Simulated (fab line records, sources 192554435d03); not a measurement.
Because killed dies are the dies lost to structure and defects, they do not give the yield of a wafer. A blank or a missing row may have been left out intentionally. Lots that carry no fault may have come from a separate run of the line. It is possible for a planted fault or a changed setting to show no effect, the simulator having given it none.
The tool behind it: which one?    flow n5Finfet    Sampling: 9 lots, 27 wafers, 5 of 1938 route steps

== WHAT THE GAUGES SHOWED, per wafer ==
N5_BEOL_M4_RC_MEAS_101.
lot   measured      on         DIBL_N (mV/V)
L576  day 8 06:11   prober-01  33.5 37.7 34.6
L579  day 9 00:40   prober-01  34.9 33.6 33.5
L582  day 9 10:14   prober-01  33.6 36.4 35.0
L590  day 13 07:18  prober-02  39.3 36.0 36.2
L591  day 14 01:24  prober-01  38.9 36.9 37.8
L594  day 13 01:41  prober-01  35.2 35.7 37.2
L595  day 13 00:07  prober-02  38.4 35.6 38.0
L596  day 14 12:35  prober-02  35.8 34.3 36.3
L597  day 15 04:40  prober-01  36.2 36.5 36.9

== WHICH TOOL RAN EACH LOT (tool, then ch and the chambers of the sampled wafers, then the start) ==
lot   N5_ZERO_LAYER_PECVD_02          N5_ZERO_LAYER_DESCUM_16           N5_ZERO_LAYER_ETCH_17             N5_PMOS_HMC_CHANNEL_EPI_COAT_31
L576  pecvd-02 ch 0,2, day 2 00:18    rieDiel-05 ch 0,1, day 2 01:04    rieDiel-05 ch 0,1, day 2 01:06    lithoTrack-01 ch 0, day 2 05:13
L579  pecvd-02 ch 1,2, day 2 18:17    rieDiel-05 ch 0,1, day 2 18:49    rieDiel-05 ch 0,1, day 2 18:50    lithoTrack-03 ch 0, day 2 23:08
L582  pecvd-01 ch 0,1,2, day 3 12:17  rieDiel-01 ch 0,2,3, day 3 12:57  rieDiel-01 ch 0,2,3, day 3 12:59  lithoTrack-03 ch 0, day 3 17:01
L590  pecvd-04 ch 0,2, day 5 12:17    rieDiel-01 ch 0,1, day 5 12:41    rieDiel-01 ch 0,1, day 5 12:43    lithoTrack-03 ch 0, day 5 16:48
L591  pecvd-04 ch 0,1,2, day 5 18:17  rieDiel-01 ch 0,2,3, day 5 18:57  rieDiel-01 ch 0,2,3, day 5 18:59  lithoTrack-03 ch 0, day 5 22:53
L594  pecvd-01 ch 0,1, day 6 12:17    rieDiel-01 ch 0,2, day 6 13:14    rieDiel-01 ch 0,2, day 6 13:16    lithoTrack-03 ch 0, day 6 17:55
L595  pecvd-04 ch 0,2, day 6 18:17    rieDiel-01 ch 0,3, day 6 18:59    rieDiel-01 ch 0,3, day 6 19:01    lithoTrack-05 ch 0, day 6 22:56
L596  pecvd-01 ch 0,1,2, day 7 00:17  rieDiel-06 ch 0,1,3, day 7 00:41  rieDiel-06 ch 0,1,3, day 7 00:43  lithoTrack-05 ch 0, day 7 04:43
L597  pecvd-02 ch 0,1, day 7 06:28    rieDiel-06 ch 0,2, day 7 06:58    rieDiel-06 ch 0,2, day 7 07:01    lithoTrack-01 ch 0, day 7 11:54
- N5_ZERO_LAYER_PECVD_02: deposits SiO2 from SiH4/N2O, target thk 10 nm, time 6 s.
- N5_ZERO_LAYER_DESCUM_16: chemistry O2, time 7.9 s.
- N5_ZERO_LAYER_ETCH_17: etches SiO2 in CF4, target depth 12 nm, time 13.3 s.
- N5_PMOS_HMC_CHANNEL_EPI_COAT_31: time 60 s, resist thk 66 nm.

== THE ANSWER, worked out from the rows above alone ==
Rule: the lots themselves supply what counts as usual. Put in order of their means at a reading, lots are off if they are a third of the lots or fewer, leave a main group of 4 or more, and stand apart from it by a gap of 3 or more times the standard deviation of the main group's means; of several such gaps the widest counts. A main group is skipped when, at the precision printed for the reading in the tables above, its means are all equal. Also off: a lot with no number at a reading for which 4 or more lots have one. All remaining lots with rows at the step are treated as sound.
None of the lots is off at any reading shown; this tells nothing.

== WHAT HAD BEEN PUT IN BY THE SIMULATOR ==
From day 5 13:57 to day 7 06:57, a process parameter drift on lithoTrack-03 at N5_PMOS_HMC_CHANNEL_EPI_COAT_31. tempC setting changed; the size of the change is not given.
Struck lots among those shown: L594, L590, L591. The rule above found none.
